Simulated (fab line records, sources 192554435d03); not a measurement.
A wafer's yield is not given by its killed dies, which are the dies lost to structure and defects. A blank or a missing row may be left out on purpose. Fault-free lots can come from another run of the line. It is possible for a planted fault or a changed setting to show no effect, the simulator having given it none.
Chamber matching ; flow n5Finfet ; 4 sister chambers for N5_PMOS_HMC_CHANNEL_EPI_CMP_21 on cmp-04
The step polishes SiGe30, target thk 54 nm. 16 wafers are shown with their chamber, then 8 later ones without.

== WAFERS PAIRED WITH THEIR CHAMBERS ==
wafer;chamber;motorCurrentA (A);retainingRingPressureFrac
L074.1;2;14.0;1.009
L074.3;1;11.6;1.006
L074.4;3;10.9;0.991
L076.1;2;14.2;0.992
L076.2;3;11.3;0.992
L076.4;1;11.1;1.004
L079.1;2;13.6;1.003
L079.3;0;13.0;0.998
L079.4;1;11.1;0.997
L080.2;2;13.8;0.995
L080.5;1;11.2;1.003
L080.6;2;13.8;1.004
L089.1;3;11.9;0.996
L089.4;0;13.6;0.997
L089.5;0;14.1;1.005
L093.3;2;13.9;1.004

SIGNATURES (means of the wafers above)
reading;chamber 0;chamber 1;chamber 2;chamber 3;scatter within a chamber
motorCurrentA;13.567;11.250;13.883;11.367;0.353
retainingRingPressureFrac;1.00000;1.00250;1.00117;0.99300;0.005
Rule: a wafer's distance from a chamber is the root of the sum, over the readings, of the square of ((its reading less the chamber's mean) divided by the reading's scatter). If the next closest chamber is less than 2 further off than the closest, the wafer can't be placed; otherwise it belongs to the closest. The scatter: take each reading less its chamber's mean, square it, sum over the shown wafers, divide by the number of wafers less the number of chambers, and take the root.

== WAFERS WITHOUT THEIR CHAMBER ==
wafer;motorCurrentA (A);retainingRingPressureFrac
L093.5;11.1;1.000
L093.6;14.4;1.007
L094.2;13.0;0.997
L094.3;10.8;1.005
L094.5;13.3;0.995
L096.2;10.6;1.004
L096.4;14.0;0.996
L096.5;11.6;0.993

== THE CHAMBER EACH PASSED THROUGH ==
wafer;from the rows above;in truth
L093.5;can't be placed: 1 or 3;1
L093.6;can't be placed: 2 or 0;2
L094.2;can't be placed: 0 or 2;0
L094.3;can't be placed: 1 or 3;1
L094.5;can't be placed: 0 or 2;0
L096.2;can't be placed: 1 or 3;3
L096.4;can't be placed: 2 or 0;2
L096.5;can't be placed: 3 or 1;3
Correct placement for 0 of the 8. Can't be placed from these rows: 8 (the true chamber is among the candidates in 8). Placed wrongly: 0.
